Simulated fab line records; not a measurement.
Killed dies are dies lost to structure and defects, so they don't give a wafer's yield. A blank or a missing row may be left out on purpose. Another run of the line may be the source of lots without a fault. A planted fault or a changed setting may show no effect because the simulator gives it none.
The tool behind it: which one? | flow n5Finfet | Sampling: 24 lots, 72 wafers, 4 of 1938 route steps

== WHAT THE GAUGES SHOWED, per wafer ==
N5_ZERO_LAYER_INSPECT_20: inspects for defects (darkfield).
lot  | measured    | on               | rawDefectCount
L074 | day 1 13:25 | defectInspect-02 | 30 23 39
L075 | day 1 19:23 | defectInspect-02 | 27 28 17
L076 | day 2 01:31 | defectInspect-02 | 22 18 29
L077 | day 2 07:25 | defectInspect-01 | 45 34 68
L078 | day 2 13:26 | defectInspect-01 | 54 38 36
L079 | day 2 19:16 | defectInspect-02 | 22 16 12
L080 | day 3 01:31 | defectInspect-02 | 43 68 49
L081 | day 3 07:26 | defectInspect-01 | 54 43 40
L082 | day 3 13:15 | defectInspect-02 | 19 20 30
L083 | day 3 19:23 | defectInspect-01 | 35 57 15
L084 | day 4 01:17 | defectInspect-02 | 35 26 32
L085 | day 4 07:25 | defectInspect-02 | 15 34 24
L086 | day 4 13:16 | defectInspect-01 | 35 52 16
L087 | day 4 19:22 | defectInspect-01 | 40 29 64
L088 | day 5 02:41 | defectInspect-01 | 55 58 19
L089 | day 5 07:26 | defectInspect-01 | 36 98 28
L090 | day 5 13:16 | defectInspect-01 | 63 31 58
L091 | day 5 19:30 | defectInspect-01 | 22 39 37
L092 | day 6 01:23 | defectInspect-02 | 37 34 33
L093 | day 6 07:28 | defectInspect-02 | 24 14 18
L094 | day 6 13:23 | defectInspect-02 | 39 32 23
L095 | day 6 19:16 | defectInspect-02 | 25 23 26
L096 | day 7 01:15 | defectInspect-01 | 18 46 20
L097 | day 7 07:23 | defectInspect-01 | 26 35 49

N5_WELL_APT_OVL_MEAS_09.
lot  | measured    | on         | NWELL_OVL (nm)
L074 | day 1 13:52 | overlay-02 | 10 9 5
L075 | day 1 19:43 | overlay-02 | -3 3 -4
L076 | day 2 01:59 | overlay-02 | -3 5 3
L077 | day 2 07:45 | overlay-02 | -4 -1 -3
L078 | day 2 13:53 | overlay-02 | -3 -1 -2
L079 | day 2 19:36 | overlay-02 | 3 4 8
L080 | day 3 01:58 | overlay-02 | -5 -9 -9
L081 | day 3 07:46 | overlay-02 | 8 5 1
L082 | day 3 13:43 | overlay-01 | 4 3 3
L083 | day 3 19:43 | overlay-02 | -9 -4 -2
L084 | day 4 01:37 | overlay-02 | 3 -1 -1
L085 | day 4 07:52 | overlay-02 | 0 -4 5
L086 | day 4 13:43 | overlay-01 | 3 1 -5
L087 | day 4 19:49 | overlay-02 | 4 2 2
L088 | day 5 03:08 | overlay-01 | 0 -2 -9
L089 | day 5 07:53 | overlay-01 | 2 7 1
L090 | day 5 13:36 | overlay-01 | 8 4 2
L091 | day 5 19:50 | overlay-01 | -5 3 -4
L092 | day 6 01:51 | overlay-01 | -6 0 1
L093 | day 6 07:55 | overlay-02 | -1 -3 -7
L094 | day 6 13:50 | overlay-02 | -3 -8 -7
L095 | day 6 19:35 | overlay-01 | 1 0 -3
L096 | day 7 01:43 | overlay-01 | -6 1 -7
L097 | day 7 07:50 | overlay-01 | 0 4 -1

N5_PMOS_HMC_CHANNEL_EPI_THK_MEAS_22.
lot  | measured    | on           | HMC_CMP_THK (nm)
L074 | day 1 21:47 | filmMetro-01 | 55.6 54.9 55.5
L075 | day 2 01:44 | filmMetro-02 | 55.6 55.5 55.8
L076 | day 2 08:04 | filmMetro-02 | 53.8 55.2 53.3
L077 | day 2 14:28 | filmMetro-01 | 53.9 53.4 53.4
L078 | day 2 20:22 | filmMetro-02 | 54.2 55.3 55.8
L079 | day 3 01:58 | filmMetro-01 | 53.9 55.1 54.9
L080 | day 3 07:45 | filmMetro-02 | 55.0 56.1 55.3
L081 | day 3 13:58 | filmMetro-01 | 55.3 53.4 53.5
L082 | day 3 19:46 | filmMetro-01 | 55.3 54.7 52.8
L083 | day 4 01:41 | filmMetro-02 | 54.1 54.7 54.8
L084 | day 4 08:17 | filmMetro-01 | 54.3 55.2 55.0
L085 | day 4 14:15 | filmMetro-01 | 53.9 54.9 53.8
L086 | day 4 20:11 | filmMetro-02 | 54.0 52.7 52.4
L087 | day 5 04:35 | filmMetro-02 | 53.0 53.2 54.2
L088 | day 5 09:59 | filmMetro-02 | 54.9 53.6 54.7
L089 | day 5 13:53 | filmMetro-01 | 54.2 55.4 55.3
L090 | day 5 20:44 | filmMetro-02 | 53.8 53.4 53.3
L091 | day 6 02:04 | filmMetro-02 | 54.0 55.0 55.0
L092 | day 6 07:28 | filmMetro-02 | 52.9 54.8 54.8
L093 | day 6 14:40 | filmMetro-02 | 55.1 53.9 54.6
L094 | day 6 19:49 | filmMetro-01 | 55.1 55.2 54.3
L095 | day 7 02:17 | filmMetro-01 | 54.9 53.6 55.4
L096 | day 7 07:53 | filmMetro-02 | 52.7 52.5 52.7
L097 | day 7 14:09 | filmMetro-01 | 53.4 52.4 54.2

== WHICH TOOL RAN EACH LOT (tool, then ch and the chambers of the sampled wafers, then the start) ==
lot  | N5_PMOS_HMC_CHANNEL_EPI_DESCUM_14
L074 | rieDiel-04 ch 0,1,3, day 1 18:35
L075 | rieDiel-03 ch 1,2,3, day 1 23:27
L076 | rieDiel-03 ch 0,1, day 2 05:48
L077 | rieDiel-05 ch 0,1,2, day 2 12:12
L078 | rieDiel-03 ch 1,3, day 2 17:28
L079 | rieDiel-05 ch 1,2,3, day 2 23:43
L080 | rieDiel-05 ch 1,2,3, day 3 05:29
L081 | rieDiel-03 ch 0,2,3, day 3 11:19
L082 | rieDiel-04 ch 0,1, day 3 17:30
L083 | rieDiel-03 ch 0,2, day 3 23:25
L084 | rieDiel-05 ch 1,2, day 4 05:38
L085 | rieDiel-04 ch 1,2,3, day 4 11:35
L086 | rieDiel-05 ch 0,2,3, day 4 17:56
L087 | rieDiel-04 ch 1,2,3, day 5 01:55
L088 | rieDiel-03 ch 0,3, day 5 07:19
L089 | rieDiel-03 ch 1,2, day 5 11:36
L090 | rieDiel-03 ch 0,1,2, day 5 18:04
L091 | rieDiel-05 ch 0,1,3, day 5 23:25
L092 | rieDiel-05 ch 1,2, day 6 05:13
L093 | rieDiel-04 ch 0,1,2, day 6 12:01
L094 | rieDiel-04 ch 1,2,3, day 6 17:34
L095 | rieDiel-05 ch 1,2,3, day 6 23:38
L096 | rieDiel-04 ch 0,2,3, day 7 05:13
L097 | rieDiel-03 ch 2,3, day 7 11:53
- N5_PMOS_HMC_CHANNEL_EPI_DESCUM_14: chemistry O2, time 7.9 s.

== AS READ BY THE TOOLS THEMSELVES (means over the sampled wafers that have a number; for cases with no such wafer, the mark the record gives instead) ==
N5_PMOS_HMC_CHANNEL_EPI_DESCUM_14.
lot  | tool       | drypumpMotorCurrentA (A) | oesProductAu (a.u.) | rfVppV (V) | showerheadPlenumPTorr (Torr) | throttleValvePct (%)
L074 | rieDiel-04 | 5.6                      | 0.69                | 243.0      | 2.03                         | 20.47
L075 | rieDiel-03 | 5.6                      | 0.72                | 242.6      | 2.11                         | 20.47
L076 | rieDiel-03 | 5.5                      | 0.74                | 244.1      | 2.20                         | 20.85
L077 | rieDiel-05 | 5.8                      | 0.74                | 242.6      | 2.08                         | 20.38
L078 | rieDiel-03 | 5.6                      | 0.70                | 243.6      | 2.15                         | 20.52
L079 | rieDiel-05 | 5.6                      | 0.81                | 242.9      | 2.10                         | 20.48
L080 | rieDiel-05 | 5.6                      | 0.81                | 242.9      | 2.10                         | 20.50
L081 | rieDiel-03 | 5.9                      | 0.73                | 243.1      | 2.12                         | 20.61
L082 | rieDiel-04 | 5.4                      | 0.77                | 243.4      | 2.05                         | 20.39
L083 | rieDiel-03 | 5.9                      | 0.74                | 243.0      | 2.14                         | 20.77
L084 | rieDiel-05 | 5.6                      | 0.77                | 242.0      | 2.06                         | 20.38
L085 | rieDiel-04 | 5.1                      | 0.81                | 243.0      | 2.10                         | 20.20
L086 | rieDiel-05 | 5.8                      | 0.89                | 243.7      | 2.11                         | 20.43
L087 | rieDiel-04 | 5.1                      | 0.80                | 242.8      | 2.10                         | 20.20
L088 | rieDiel-03 | 5.8                      | 0.72                | 244.5      | 2.19                         | 20.84
L089 | rieDiel-03 | 5.3                      | 0.70                | 243.0      | 2.10                         | 20.56
L090 | rieDiel-03 | 5.6                      | 0.71                | 243.4      | 2.12                         | 20.67
L091 | rieDiel-05 | 5.7                      | 0.85                | 243.2      | 2.07                         | 20.28
L092 | rieDiel-05 | 5.6                      | 0.75                | 242.0      | 2.05                         | 20.40
L093 | rieDiel-04 | 5.4                      | 0.77                | 243.0      | 2.03                         | 20.40
L094 | rieDiel-04 | 5.1                      | 0.77                | 242.6      | 2.10                         | 20.23
L095 | rieDiel-05 | 5.6                      | 0.78                | 242.7      | 2.09                         | 20.55
L096 | rieDiel-04 | 5.6                      | 0.83                | 243.1      | 2.09                         | 20.25
L097 | rieDiel-03 | 5.9                      | 0.79                | 242.6      | 2.04                         | 20.36

== THE ANSWER, worked out from the rows above alone ==
Rule: usual is defined by the lots themselves. The widest of any qualifying gaps counts: lots, ordered by their means at a reading, are off when they make up no more than a third of the lots, leave a main group of 4 or more, and stand apart from it by 3 or more times the standard deviation of that group's means. If all means in a main group match to the digits the tables above print for the reading, that group is not used. Also off: a lot with no number at a reading for which 4 or more lots have one. The other lots that the step has rows for count as sound. The gauges are gone through in route order, then the tools' own readings, and for those a lot's mean is taken as printed above. At the first step where some lot is off, the reading lying furthest off is the one used; lots without a number count as furthest.
None of the lots is off at any reading shown; this tells nothing.

== WHAT THE SIMULATOR PUT IN ==
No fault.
